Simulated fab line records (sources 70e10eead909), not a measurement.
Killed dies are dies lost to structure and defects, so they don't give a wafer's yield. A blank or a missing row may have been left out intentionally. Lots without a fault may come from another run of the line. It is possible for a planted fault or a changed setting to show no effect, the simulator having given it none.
fab line records	flow nand-harc
record: lots: 6	wafers: 18	last-day: 33
route steps=1302 shown P_M2@324 END@1302
lots untouched by any fault: they come from a run of this same line in which no faults occurred
start-h: the number of hours between the record's first day and the start of the first shown wafer of the lot	wait-h: hours elapsed since this lot's preceding step	" identical to the entry in the row above	L1.1+2: one row covering several wafers at once	- value missing, or start not given	* or withheld: withheld	< > ~ a bound
route shown NAME@n: a module of which the file shows steps, and the number in the route of the first	usual: average and standard deviation across the fault-free wafers	same: alike in all rows	chamber/n: place in a boat	sites: the reading at each site	_std_site: standard deviation of those values	_edge_site: mean of outer sites minus mean of inner sites	radius-mm: for every site, how far away it sits from the centre of the wafer	mask NAME#n: copy n	behind: the most recent tool/chamber to have shaped the wafer	hold: why the lot was held/for how many hours/how that ended	device: transistor that didn't switch, given as n, p or np	end of line: tests of these same wafers at the route's end	where a step has no rows: the recipe by itself	killed: the dies lost at the first sort to structure and to defects; this is not the yield of the wafer	map: per-die view of a wafer (x killed, . not killed, _ where there is no die)
set.NAME: the setting the step ran with; set.NAME@STEP: the setting that earlier step ran with	model.NAME: the simulator's own value behind a step, which no gauge read
lots seen at some steps along the route; tables by step, rows by wafer
services: from which hour (start-h, from the record's first day; less than 0 if before it) a tool's chamber was out of use, for how many hours, and why
== steps ==
step: NHARC_P_M2_EBR_05
step: NHARC_P_M2_EXPOSE_06
recipe: na: 1.35	target-cd-nm: 170	dose-mj: 80.78	mask-id: P_M2
step: NHARC_P_M2_PEB_07
recipe: peb-temp-c: 100	peb-time-s: 65
step: NHARC_P_M2_DEVELOP_08
recipe: develop-time-s: 35	dev-temp-c: 23
step: NHARC_P_M2_CD_MEAS_09
recipe: target-cd-nm: 170	landing-energy-ev: 500
usual: cd-nm: 170.1/0.6
same: landing-energy-ev: 500
lot.wafer	tool	chamber	start-h	wait-h	cd-nm
L927.1	cd-sem-03	0	201.32	-	171.0
L927.4	"	0	"	"	170.7
L927.6	"	0	"	"	170.0
L930.1	cd-sem-03	0	222.11	-	170.0
L930.3	"	0	"	"	169.2
L930.5	"	0	"	"	170.1
L938.1	cd-sem-01	0	307.50	-	170.6
L938.3	"	0	"	"	169.8
L938.5	"	0	"	"	170.2
L939.2	cd-sem-03	0	308.14	-	169.0
L939.4	"	0	"	"	169.4
L939.5	"	0	"	"	170.2
L943.1	cd-sem-01	0	356.10	-	170.6
L943.2	"	0	"	"	170.1
L943.6	"	0	"	"	169.9
L944.1	cd-sem-01	0	362.71	-	171.4
L944.2	"	0	"	"	170.1
L944.6	"	0	"	"	170.7
step: NHARC_P_M2_OVL_MEAS_10
recipe: pitch-nm: 340
usual: overlay-x-nm: 0.0/1	overlay-y-nm: 0.0/0.93
lot.wafer	tool	chamber	start-h	wait-h	overlay-x-nm	overlay-y-nm
L927.1	overlay-01	-	201.41	-	-1.5	0.2
L927.4	"	-	"	"	-1.4	0.3
L927.6	"	-	"	"	-1.6	0.3
L930.1	overlay-02	-	222.20	-	-0.7	1.3
L930.3	"	-	"	"	-0.2	0.9
L930.5	"	-	"	"	-1.0	1.3
L938.1	overlay-02	-	307.59	-	-0.5	0.4
L938.3	"	-	"	"	-0.6	0.4
L938.5	"	-	"	"	-0.1	1.0
L939.2	overlay-01	-	308.24	-	0.4	-1.0
L939.4	"	-	"	"	0.9	-1.4
L939.5	"	-	"	"	0.8	-0.9
L943.1	overlay-02	-	356.19	-	0.2	0.5
L943.2	"	-	"	"	0.6	0.9
L943.6	"	-	"	"	0.0	0.8
L944.1	overlay-02	-	362.80	-	-0.3	-0.5
L944.2	"	-	"	"	0.2	-1.4
L944.6	"	-	"	"	-0.3	-0.8
step: NHARC_P_M2_INSPECT_11
usual: raw-defect-count: 4.7/2.8
lot.wafer	tool	chamber	start-h	wait-h	raw-defect-count
L927.1	defect-inspect-01	-	201.45	0.0	6
L927.4	"	-	"	"	4
L927.6	"	-	"	"	8
L930.1	defect-inspect-02	-	222.23	0.0	7
L930.3	"	-	"	"	3
L930.5	"	-	"	"	2
L938.1	defect-inspect-01	-	307.63	0.0	10
L938.3	"	-	"	"	5
L938.5	"	-	"	"	10
L939.2	defect-inspect-02	-	308.28	0.0	8
L939.4	"	-	"	"	5
L939.5	"	-	"	"	1
L943.1	defect-inspect-01	-	356.23	0.0	0
L943.2	"	-	"	"	2
L943.6	"	-	"	"	3
L944.1	defect-inspect-02	-	362.84	0.0	9
L944.2	"	-	"	"	2
L944.6	"	-	"	"	4
step: NHARC_P_M2_DESCUM_14
recipe: time-s: 3	o2-flow-sccm: 200	ar-flow-sccm: 0	bias-power-w: 0	chemistry: O2
usual: drypump-motor-current-A: 5.5/0.4	oes-product-au: 0.999/0.01	rf-vpp-V: 57.6/0.77	showerhead-plenum-p-Torr: 1.89/0.056	throttle-valve-pct: 11.310/0.0088
lot.wafer	tool	chamber	start-h	wait-h	drypump-motor-current-A	oes-product-au	rf-hours-counter-h	rf-vpp-V	showerhead-plenum-p-Torr	throttle-valve-pct
L927.1	rie-diel-11	3	201.51	0.1	5.8	0.994	7.0	56.7	1.90	11.307
L927.4	"	0	"	"	5.7	0.987	5.6	59.1	1.89	11.295
L927.6	"	3	"	"	5.8	0.983	-	58.9	1.90	11.323
L930.1	rie-diel-11	2	222.29	0.1	6.1	1.001	8.5	57.0	1.96	11.316
L930.3	"	3	"	"	5.8	0.995	8.1	57.9	1.90	11.312
L930.5	"	3	"	"	5.8	1.007	-	56.8	1.90	11.290
L938.1	rie-diel-02	1	307.70	0.1	5.8	0.998	5.4	57.1	1.96	11.299
L938.3	"	3	"	"	6.3	0.986	4.4	57.6	1.84	11.311
L938.5	"	0	"	"	5.7	1.000	-	58.6	1.81	11.311
L939.2	rie-diel-11	2	308.35	0.1	6.1	0.991	1.8	58.3	1.96	11.308
L939.4	"	0	"	"	5.7	0.982	-	57.3	1.89	11.320
L939.5	"	3	"	"	5.7	0.999	-	57.9	1.90	11.327
L943.1	rie-diel-11	0	356.29	0.1	5.7	0.997	7.8	58.8	1.89	11.307
L943.2	"	3	"	"	5.8	1.001	6.9	55.8	1.90	11.313
L943.6	"	1	"	"	5.4	1.006	-	57.7	1.90	11.307
L944.1	rie-diel-10	0	362.92	0.1	5.2	1.021	4.8	58.0	1.94	11.301
L944.2	"	3	"	"	4.9	0.996	4.3	57.5	1.80	11.323
L944.6	"	0	"	"	5.1	1.023	-	58.8	1.94	11.313
step: NHARC_P_M2_ETCH_35
recipe: target-depth-a: 400	overetch-a: 120	time-s: 43.94	ion-energy-ev: 200	n2-flow-sccm: 150	h2-flow-sccm: 150	ar-flow-sccm: 0	rf-w: 400	bias-w: 150	chemistry: N2/H2
usual: drypump-motor-current-A: 5.5/0.4	oes-product-au: 0.999/0.0089	rf-vpp-V: 429.9/2	showerhead-plenum-p-Torr: 2.01/0.063	throttle-valve-pct: 14.171/0.0088
lot.wafer	tool	chamber	start-h	wait-h	drypump-motor-current-A	oes-product-au	rf-hours-counter-h	rf-vpp-V	showerhead-plenum-p-Torr	throttle-valve-pct
L927.4	rie-diel-11	1	201.59	0.1	5.4	0.992	6.9	430.2	2.03	14.172
L927.1	"	3	"	"	5.8	0.997	7.0	431.4	2.03	14.171
L927.6	"	1	"	"	5.4	0.998	-	429.9	2.03	14.183
L930.1	rie-diel-11	0	222.38	0.1	5.7	0.990	7.6	430.1	2.01	14.179
L930.3	"	3	"	"	5.8	0.994	8.1	431.2	2.02	14.183
L930.5	"	0	"	"	5.8	0.995	-	430.0	2.01	14.163
L938.1	rie-diel-02	1	307.79	0.1	5.8	1.006	5.4	432.0	2.09	14.149
L938.3	"	0	"	"	5.7	1.009	4.9	426.8	1.92	14.177
L938.5	"	1	"	"	5.8	0.999	-	430.3	2.09	14.180
L939.2	rie-diel-11	0	308.44	0.1	5.7	0.990	1.9	429.3	2.01	14.175
L939.5	"	0	"	"	5.7	0.989	-	428.6	2.01	14.170
L939.4	"	2	"	"	6.1	1.001	-	431.4	2.09	14.166
L943.2	rie-diel-11	2	356.38	0.1	6.1	1.003	6.6	432.0	2.09	14.191
L943.1	"	1	"	"	5.3	1.005	5.6	430.2	2.03	14.159
L943.6	"	3	"	"	5.8	0.997	-	430.3	2.02	14.170
L944.1	rie-diel-10	0	363.01	0.1	5.2	1.007	4.8	431.3	2.07	14.169
L944.2	"	1	"	"	5.5	1.011	5.5	429.6	2.03	14.177
L944.6	"	2	"	"	5.4	0.998	-	429.6	2.05	14.163
step: NHARC_P_M2_ETCH_15
recipe: target-depth-a: 1825	time-s: 91.2	c4f8-flow-sccm: withheld	ar-flow-sccm: 400	rf-w: 600	bias-w: 300	chemistry: C4F8/Ar
usual: oes-product-au: 0.942/0.024	rf-vpp-V: 440.0/1.9
lot.wafer	tool	chamber	start-h	wait-h	oes-product-au	rf-hours-counter-h	rf-vpp-V
L927.1	rie-diel-11	3	-	-	0.912	7.0	442.0
L927.4	"	1	"	"	0.930	6.9	442.1
L927.6	"	0	"	"	0.918	-	439.2
L930.1	rie-diel-11	1	-	-	0.929	8.9	439.9
L930.3	"	2	"	"	0.926	8.5	442.9
L930.5	"	0	"	"	0.913	-	439.5
L938.3	rie-diel-02	3	-	-	0.910	4.4	437.1
L938.1	"	0	"	"	0.922	5.0	439.2
L938.5	"	3	"	"	0.916	-	437.4
L939.2	rie-diel-11	0	-	-	0.917	1.9	439.4
L939.5	"	3	"	"	0.923	-	440.1
L939.4	"	2	"	"	0.924	-	441.5
L943.2	rie-diel-11	0	-	-	0.905	7.9	440.6
L943.1	"	1	"	"	0.927	5.7	440.3
L943.6	"	3	"	"	0.919	-	440.8
L944.1	rie-diel-10	3	-	-	0.962	4.4	438.3
L944.2	"	0	"	"	0.976	4.8	441.9
L944.6	"	0	"	"	0.968	-	442.2
step: NHARC_P_M2_CD_MEAS_16
usual: cd-nm: 170.1/0.79
lot.wafer	tool	chamber	start-h	wait-h	cd-nm
L927.1	cd-sem-02	-	201.85	-	171.3
L927.4	"	-	"	"	170.6
L927.6	"	-	"	"	171.4
L930.1	cd-sem-03	-	222.60	-	169.5
L930.3	"	-	"	"	169.7
L930.5	"	-	"	"	170.6
L938.1	cd-sem-01	-	308.04	-	170.6
L938.3	"	-	"	"	169.2
L938.5	"	-	"	"	170.3
L939.2	cd-sem-02	-	308.69	-	169.6
L939.4	"	-	"	"	167.7
L939.5	"	-	"	"	170.9
L943.1	cd-sem-02	-	356.59	-	169.6
L943.2	"	-	"	"	170.6
L943.6	"	-	"	"	171.2
L944.1	cd-sem-03	-	363.22	-	171.2
L944.2	"	-	"	"	170.1
L944.6	"	-	"	"	170.1
step: NHARC_P_M2_STRIP_18
recipe: power-w: 1000	n2-flow-sccm: 150	h2-flow-sccm: 150	ar-flow-sccm: 0	bias-w: 0	chemistry: N2/H2
usual: drypump-motor-current-A: 5.5/0.4	oes-product-au: 0.998/0.01	rf-vpp-V: 90.5/0.87	showerhead-plenum-p-Torr: 2.01/0.06	throttle-valve-pct: 14.172/0.01
lot.wafer	tool	chamber	start-h	wait-h	drypump-motor-current-A	oes-product-au	rf-hours-counter-h	rf-vpp-V	showerhead-plenum-p-Torr	throttle-valve-pct
L927.1	rie-diel-10	1	201.93	0.1	5.5	1.006	6.2	90.6	2.03	14.173
L927.4	"	3	"	"	5.0	0.991	6.2	89.6	1.91	14.168
L927.6	"	2	"	"	5.4	0.997	-	91.0	2.05	14.159
L930.3	rie-diel-11	2	222.67	0.1	6.1	1.004	8.5	91.1	2.09	14.179
L930.1	"	3	"	"	5.8	0.987	8.2	91.2	2.02	14.169
L930.5	"	2	"	"	6.1	0.996	-	89.7	2.09	14.173
L938.3	rie-diel-10	2	308.14	0.1	5.4	1.006	2.5	91.0	2.05	14.160
L938.1	"	3	"	"	4.9	0.990	2.2	90.4	1.91	14.172
L938.5	"	1	"	"	5.5	1.008	-	90.7	2.03	14.174
L939.2	rie-diel-10	0	308.76	0.1	5.2	1.006	2.3	90.5	2.07	14.165
L939.4	"	1	"	"	5.5	1.009	2.6	91.0	2.03	14.163
L939.5	"	0	"	"	5.2	1.005	-	90.2	2.07	14.184
L943.2	rie-diel-02	3	356.71	0.1	6.3	0.981	7.2	91.1	1.96	14.189
L943.1	"	0	"	"	5.7	0.996	7.7	90.2	1.92	14.176
L943.6	"	3	"	"	6.3	0.986	-	89.8	1.96	14.171
L944.1	rie-diel-10	2	363.34	0.1	5.4	0.999	5.1	90.1	2.05	14.155
L944.2	"	3	"	"	4.9	1.005	4.4	90.5	1.91	14.172
L944.6	"	1	"	"	5.5	1.004	-	90.4	2.03	14.195
step: NHARC_P_M2_ETCH_28
recipe: target-depth-a: 300	over-etch-frac: 0.3	time-s: 72.99	ion-energy-ev: 150	cf4-flow-sccm: 50	n2-flow-sccm: 100	ar-flow-sccm: 150	rf-w: 300	bias-w: 100	chemistry: CF4/N2
usual: drypump-motor-current-A: 5.5/0.39	oes-product-au: 0.999/0.0099	rf-vpp-V: 313.6/1.5	showerhead-plenum-p-Torr: 2.59/0.071	throttle-valve-pct: 19.795/0.0099
same: over-etch-frac: 0.3
lot.wafer	tool	chamber	start-h	wait-h	drypump-motor-current-A	oes-product-au	rf-hours-counter-h	rf-vpp-V	showerhead-plenum-p-Torr	throttle-valve-pct
L927.4	rie-diel-10	1	202.17	-	5.6	1.023	6.3	315.2	2.62	19.811
L927.1	"	0	"	"	5.2	0.997	5.1	316.1	2.66	19.790
L927.6	"	1	"	"	5.6	1.004	-	314.4	2.62	19.802
L930.3	rie-diel-11	3	222.91	-	5.8	0.996	8.2	313.5	2.61	19.791
L930.1	"	0	"	"	5.7	1.000	7.7	314.7	2.60	19.788
L930.5	"	0	"	"	5.7	0.997	-	313.7	2.60	19.789
L938.1	rie-diel-10	2	308.37	-	5.4	0.862	2.5	312.5	2.64	19.777
L938.3	"	0	"	"	5.2	0.856	2.3	316.9	2.66	19.816
L938.5	"	2	"	"	5.4	0.859	-	313.3	2.64	19.799
L939.4	rie-diel-10	1	309.00	-	5.5	0.867	2.7	314.5	2.62	19.786
L939.2	"	0	"	"	5.1	0.869	2.3	313.8	2.66	19.804
L939.5	"	2	"	"	5.4	0.866	-	314.8	2.64	19.804
L943.2	rie-diel-02	3	356.97	-	6.3	0.986	7.3	313.3	2.53	19.799
L943.1	"	1	"	"	5.8	1.000	7.2	314.7	2.68	19.804
L943.6	"	1	"	"	5.8	1.009	-	315.4	2.68	19.791
L944.1	rie-diel-10	2	363.54	-	5.4	0.989	5.2	314.2	2.64	19.789
L944.2	"	0	"	"	5.2	1.008	4.9	315.0	2.66	19.794
L944.6	"	1	"	"	5.5	1.010	-	315.8	2.62	19.785
step: NHARC_P_M2_STRIP_19
recipe: time-s: 600	temp-c: 30	chemistry: post-etch-residue-remover
step: NHARC_END_SORT_01
recipe: temp-c: 25
usual: defect-limited-yield: 92.0/2.4	killed-at-array: 50/16	killed-at-other: 0.8/1	killed-at-periphery: 4/3.1	killed-dies: 54/16	killed-open: 3.2/2	killed-short: 2.5/1.6	sort_bin_2_pct: 2.8/1	sort_bin_3_pct: 0.6/0.35	sort_bin_4_pct: 4.6/1.4	sort-n-pass: 623/16	sort-rim-yield-pct: 90/4.3	sort-yield-pct: 92.0/2.4
same: gross-dies: 677	sort_bin_5_pct[%]: 0	sort_bin_6_pct[%]: 0	sort_bin_7_pct[%]: 0	sort_bin_8_pct[%]: 0	sort-rim-n-gross: 106.00
lot.wafer	tool	chamber	start-h	wait-h	defect-limited-yield[%]	killed-at-array	killed-at-other	killed-at-periphery	killed-dies	killed-open	killed-short	sort_bin_2_pct[%]	sort_bin_3_pct[%]	sort_bin_4_pct[%]	sort-n-pass	sort-rim-yield-pct[%]	sort-yield-pct[%]
L927.1	prober-01	0	633.54	2.5	92.0	49	0	5	54	4	1	3.0	0.1	4.9	623	89	92.0
L927.4	prober-01	0	635.96	3.4	91.6	53	2	2	57	3	1	4.0	0.6	3.8	620	93	91.6
L927.6	prober-01	0	637.57	4.0	93.8	36	0	6	42	3	0	1.9	0.3	4.0	635	88	93.8
L930.1	prober-01	0	650.89	2.5	96.0	24	1	2	27	3	1	1.9	0.3	1.8	650	95	96.0
L930.3	prober-01	0	652.49	3.1	94.7	34	0	2	36	7	1	1.8	0	3.5	641	96	94.7
L930.5	prober-01	0	654.08	3.7	96.8	21	0	1	22	1	2	1.2	0.1	1.9	655	96	96.8
L939.2	prober-01	0	742.87	2.8	94.4	34	0	4	38	2	4	1.5	0.9	3.2	639	92	94.4
L939.4	prober-01	0	744.46	3.4	93.2	45	0	1	46	1	3	2.7	0.9	3.2	631	95	93.2
L939.5	prober-01	0	745.25	3.7	95.1	30	3	0	33	1	3	2.5	0.3	2.1	644	91	95.1
L943.1	prober-02	0	790.08	2.5	90.8	61	0	1	62	2	2	3.0	0.4	5.8	615	91	90.8
L943.2	prober-02	0	790.86	2.8	93.2	45	0	1	46	3	2	3.4	0	3.4	631	92	93.2
L943.6	prober-02	0	793.99	3.9	90.7	59	1	3	63	3	2	3.0	0.4	5.9	614	86	90.7
killed by level:class
L927.1 A_CHANNEL_HOLE_D2:chamber-film-flake=25 A_CHANNEL_HOLE_D1:chamber-film-flake=8 A_CHANNEL_FILL_D2:chamber-film-flake=4 A_CONTACT:chamber-film-flake=3 P_CONTACT:chamber-film-flake=2 A_DECK1_JOINT:chamber-film-flake=2 A_STAIRCASE:chamber-film-flake=2 P_STI:geometric-particle:short=1
L927.4 A_CHANNEL_HOLE_D2:chamber-film-flake=30 A_STAIRCASE:chamber-film-flake=5 A_CHANNEL_HOLE_D1:chamber-film-flake=4 A_DECK1_JOINT:chamber-film-flake=4 P_CONTACT:chamber-film-flake=2 A_CHANNEL_FILL_D2:chamber-film-flake=2 A_CONTACT:chamber-film-flake=2 A_ONON_D1:geometric-particle:open=1
L927.6 A_CHANNEL_HOLE_D2:chamber-film-flake=21 P_CONTACT:chamber-film-flake=5 A_CHANNEL_HOLE_D1:chamber-film-flake=3 A_CONTACT:chamber-film-flake=3 A_STAIRCASE:chamber-film-flake=2 A_WL_FILL:chamber-film-flake=2 A_ONON_D1:geometric-particle:open=1 A_WL_FILL:geometric-particle:open=1
L930.1 A_STAIRCASE:chamber-film-flake=4 A_M0:chamber-film-flake=4 A_CHANNEL_HOLE_D1:chamber-film-flake=3 A_SLIT:chamber-film-flake=3 A_CONTACT:geometric-particle:open=2 A_DECK1_JOINT:chamber-film-flake=2 A_CHANNEL_FILL_D1:geometric-particle:short=1 A_SGD_CUT:geometric-particle:open=1
L930.3 A_CHANNEL_HOLE_D1:chamber-film-flake=7 A_DECK1_JOINT:chamber-film-flake=4 A_M0:chamber-film-flake=4 A_STAIRCASE:chamber-film-flake=3 A_SLIT:chamber-film-flake=3 A_ONON_D1:geometric-particle:open=2 A_CHANNEL_HOLE_D2:unspecified=2 A_CHANNEL_HOLE_D2:chamber-film-flake=2
L930.5 A_CHANNEL_HOLE_D1:chamber-film-flake=6 A_SLIT:chamber-film-flake=5 A_STAIRCASE:chamber-film-flake=4 A_CONTACT:chamber-film-flake=2 A_CHANNEL_FILL_D1:geometric-particle:short=1 A_SGD_CUT:geometric-particle:short=1 A_CONTACT:geometric-particle:open=1 P_ZERO_WELL:chamber-film-flake=1
L939.2 A_CHANNEL_HOLE_D1:chamber-film-flake=17 A_SLIT:chamber-film-flake=7 A_CHANNEL_FILL_D1:chamber-film-flake=3 A_WL_FILL:geometric-particle:short=2 P_M1:chamber-film-flake=2 P_CONTACT:geometric-particle:short=1 A_ONON_D1:geometric-particle:open=1 A_ONON_D2:geometric-particle:open=1
L939.4 A_CHANNEL_HOLE_D1:chamber-film-flake=31 A_SLIT:chamber-film-flake=6 A_CONTACT:chamber-film-flake=4 A_ONON_D1:geometric-particle:short=1 A_DECK1_JOINT:geometric-particle:open=1 A_ONON_D2:geometric-particle:short=1 A_SGD_CUT:geometric-particle:short=1 P_GATE:chamber-film-flake=1
L939.5 A_CHANNEL_HOLE_D1:chamber-film-flake=18 A_SLIT:chamber-film-flake=5 THIN_TSV:chamber-film-flake=3 A_CONTACT:chamber-film-flake=2 A_CHANNEL_HOLE_D2:geometric-particle:open=1 A_SGD_CUT:geometric-particle:short=1 A_WL_FILL:geometric-particle:short=1 A_M0:geometric-particle:short=1
L943.1 A_CHANNEL_HOLE_D2:chamber-film-flake=22 A_CHANNEL_HOLE_D1:chamber-film-flake=14 A_SLIT:chamber-film-flake=11 A_CONTACT:chamber-film-flake=5 A_STAIRCASE:chamber-film-flake=3 P_GATE:geometric-particle:open=1 A_CHANNEL_FILL_D1:geometric-particle:open=1 A_DECK1_JOINT:geometric-particle:short=1
L943.2 A_CHANNEL_HOLE_D2:chamber-film-flake=18 A_CHANNEL_HOLE_D1:chamber-film-flake=9 A_SLIT:chamber-film-flake=4 A_CONTACT:chamber-film-flake=3 A_DECK1_JOINT:chamber-film-flake=2 A_CHANNEL_FILL_D2:chamber-film-flake=2 P_M0:geometric-particle:short=1 A_ONON_D1:geometric-particle:open=1
L943.6 A_CHANNEL_HOLE_D2:chamber-film-flake=26 A_CHANNEL_HOLE_D1:chamber-film-flake=11 A_SLIT:chamber-film-flake=9 A_CONTACT:chamber-film-flake=6 P_ZERO_WELL:chamber-film-flake=2 A_CHANNEL_FILL_D2:chamber-film-flake=2 A_CHANNEL_FILL_D1:geometric-particle:short=1 A_CHANNEL_HOLE_D2:geometric-particle:open=1
== services ==
tool	chamber	start-h	hours	kind
rie-diel-11	0	185.54	-	clean
rie-diel-11	1	185.54	-	clean
rie-diel-11	2	185.54	-	clean
rie-diel-11	3	185.54	-	clean
rie-diel-11	0	210.04	-	clean
rie-diel-11	1	210.04	-	clean
rie-diel-11	2	210.04	-	clean
rie-diel-11	3	210.04	-	clean
rie-diel-02	-	216.70	9.0	pm
rie-diel-11	-	216.81	0.2	repair
rie-diel-11	0	234.54	-	clean
rie-diel-11	1	234.54	-	clean
rie-diel-11	2	234.54	-	clean
rie-diel-11	3	234.54	-	clean
rie-diel-10	-	242.50	9.0	pm
rie-diel-11	-	255.50	9.0	pm
rie-diel-11	0	255.50	9.0	vent-cycle
rie-diel-11	1	255.50	9.0	vent-cycle
rie-diel-10	1	293.77	3.7	repair
rie-diel-02	3	295.07	3.0	repair
rie-diel-11	2	302.91	1.4	repair
rie-diel-02	2	303.98	4.1	repair
rie-diel-11	1	307.71	12.6	repair
rie-diel-02	2	340.26	21.9	repair
== key ==
first-sign: step: NHARC_P_M2_ETCH_28	reading: oes-product-au	direction: down	sigmas: 14	usual: 0.999	struck: 0.863
effect none on later readings
met-at NHARC_P_M2_ETCH_28
struck-wafers L938.1,L938.3,L938.5,L939.2,L939.4,L939.5
onset-between 202.17 308.37
fault: kind: process-parameter-drift	tool: rie-diel-10	chamber: -	onset-h: 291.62	steps: NHARC_P_M2_ETCH_28	channel: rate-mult	offset: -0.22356	shape: step	end-h: 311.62
